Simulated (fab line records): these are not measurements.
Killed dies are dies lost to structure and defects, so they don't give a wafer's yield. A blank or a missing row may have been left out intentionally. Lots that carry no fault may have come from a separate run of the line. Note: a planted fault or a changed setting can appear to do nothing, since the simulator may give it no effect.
A struck lot beside a sound one / flow nand harc / 32 out of 1302 route steps
Sound: these wafers, L538.1, L538.2, L538.4. Struck: wafers L554.4, L554.6 (left out: L554.2, a lot-mate that was not struck); the cause follows at the end.
Each step with rows lists, per side, the tool, then ch with its chambers, then its first start. Under that, the readings that differ: sound wafers / struck wafers / difference of the means / sigmas: that difference in standard deviations of wafers without a fault.
alike: words and numbers the same on both sides, and readings whose means are apart by under 2 such deviations; not compared: readings that were withheld, readings missing a value for some wafer, numbers with overlapping values and no deviation given by the record, and bounds like >300 which may hide the same value.
The two part at a step that has a row with sigmas, a row that says differs or no value, or rows on one side only. Numbers that don't overlap but have no deviation are shown without sigmas and don't part them. Lack of a reading on every wafer of one side parts them only where that side has two or more wafers.

first, 9 steps without rows for these wafers: NHARC_A_CHANNEL_HOLE_D2_DEP_00 (deposits aC, target thk 3100 nm); NHARC_A_CHANNEL_HOLE_D2_DEP_01 (deposits SiON, target thk 140 nm); NHARC_A_CHANNEL_HOLE_D2_DEHYDRATE_02 (time 120 s); NHARC_A_CHANNEL_HOLE_D2_HMDS_03 (time 30 s); NHARC_A_CHANNEL_HOLE_D2_COAT_36 (time 75 s); NHARC_A_CHANNEL_HOLE_D2_COAT_37 (time 65 s); NHARC_A_CHANNEL_HOLE_D2_COAT_04 (resist thk 90 nm); NHARC_A_CHANNEL_HOLE_D2_SOFTBAKE_05 (time 55 s); NHARC_A_CHANNEL_HOLE_D2_EBR_06.
NHARC_A_CHANNEL_HOLE_D2_EXPOSE_07: exposes mask HOLE D2, target cd 100 nm.
  sound on arfi scanner-01 ch 0, day 15 20:21; struck on arfi scanner-01 ch 0, day 21 22:11
  alike: mask
then, 2 steps without rows for these wafers: NHARC_A_CHANNEL_HOLE_D2_PEB_08 (peb time 65 s); NHARC_A_CHANNEL_HOLE_D2_DEVELOP_09 (develop time 35 s).
NHARC_A_CHANNEL_HOLE_D2_CD_MEAS_10: target cd 100 nm.
  sound on cd sem-03 ch 0, day 15 20:29; struck on cd sem-01 ch 0, day 21 22:20
reading=cd nm (nm); sound=100.0 100.3 100.4; struck=105.9 105.7; difference=+5.6; sigmas=+8
NHARC_A_CHANNEL_HOLE_D2_DESCUM_15: chemistry O2, time 3 s.
  sound on rie diel-05 ch 0,2,3, day 15 20:40; struck on rie diel-05 ch 1,3, day 21 22:32
reading=rf vpp V (V); sound=57.5 57.8 58.6; struck=55.8 56.3; difference=-1.9; sigmas=-2
reading=model.A_CHANNEL_HOLE_D2.cd nm (nm); sound=100.1 99.96 99.44; struck=105.5 105.9; difference=+5.9; sigmas=
  alike: chamber pressure mTorr, drypump motor current A, o2 flow sccm, oes product au, showerhead plenum p Torr, throttle valve pct
  not compared: rf hours counter h
then, 16 steps without rows for these wafers: NHARC_A_CHANNEL_HOLE_D2_ETCH_38 (etches the open film in CF4, target depth 39 nm, time 65 s); NHARC_A_CHANNEL_HOLE_D2_ETCH_39 (etches the open film in N2/H2, target depth 260 nm, time 325 s); NHARC_A_CHANNEL_HOLE_D2_ETCH_34 (etches the open film in CF4/CHF3, target depth 154 nm, time 77 s); NHARC_A_CHANNEL_HOLE_D2_ETCH_16 (etches the open film in O2/COS, target depth 3100 nm, time 806 s); NHARC_A_CHANNEL_HOLE_D2_ETCH_19 (etches the open film in C4F8/O2/Ar, time 34.5 s); NHARC_A_CHANNEL_HOLE_D2_ETCH_20 (etches the open film in C4F8/O2/Ar, time 361.9 s, target depth 1600 nm); NHARC_A_CHANNEL_HOLE_D2_ETCH_21 (etches the open film in C4F8/O2/Ar, time 514.3 s, target depth 1600 nm); NHARC_A_CHANNEL_HOLE_D2_ETCH_22 (etches the open film in C4F8/O2/Ar, time 666.7 s, target depth 1600 nm); NHARC_A_CHANNEL_HOLE_D2_ETCH_23 (etches the open film in C4F8/O2/Ar, time 819 s, target depth 1600 nm); NHARC_A_CHANNEL_HOLE_D2_ETCH_24 (etches the open film in C4F8/O2/Ar, time 906.2 s, target depth 1500 nm); NHARC_A_CHANNEL_HOLE_D2_ETCH_25 (etches the open film in C4F8/O2/Ar, time 1040.2 s, target depth 1500 nm); NHARC_A_CHANNEL_HOLE_D2_ETCH_26 (etches the open film in C4F8/O2/Ar, time 224.1 s, target depth 300 nm); NHARC_A_CHANNEL_HOLE_D2_ETCH_27 (etches the open film in C4F8/O2/Ar, time 90 s, target depth 400 nm); NHARC_A_CHANNEL_HOLE_D2_STRIP_41 (strips in N2/H2); NHARC_A_CHANNEL_HOLE_D2_STRIP_42 (strips in CF4/CHF3); NHARC_A_CHANNEL_HOLE_D2_STRIP_43 (strips in O2/COS).
NHARC_A_CHANNEL_HOLE_D2_ETCH_44: etches the open film in CF4/O2, target depth 140 nm, overetch 14 nm, time 77 s.
  sound on rie diel-03 ch 1,2,3, day 16 02:34; struck on rie diel-03 ch 0,1, day 22 05:08
reading=model.A_CHANNEL_HOLE_D2.cd nm (nm); sound=89.32 86.89 89.91; struck=93.31 93.57; difference=+4.73; sigmas=
  alike: chamber pressure mTorr, drypump motor current A, o2 flow sccm, oes_ar_750_au, oes product au, rf vpp V, showerhead plenum p Torr, throttle valve pct
  not compared: rf hours counter h
then, 1 step without rows for these wafers: NHARC_A_CHANNEL_HOLE_D2_STRIP_28 (strips in O2).

WHERE THEY PART
First at NHARC_A_CHANNEL_HOLE_D2_CD_MEAS_10; last, within this record, at NHARC_A_CHANNEL_HOLE_D2_DESCUM_15. Later steps at which nothing parts them and some readings are alike: NHARC_A_CHANNEL_HOLE_D2_ETCH_44.

WHY: what the simulator had put in
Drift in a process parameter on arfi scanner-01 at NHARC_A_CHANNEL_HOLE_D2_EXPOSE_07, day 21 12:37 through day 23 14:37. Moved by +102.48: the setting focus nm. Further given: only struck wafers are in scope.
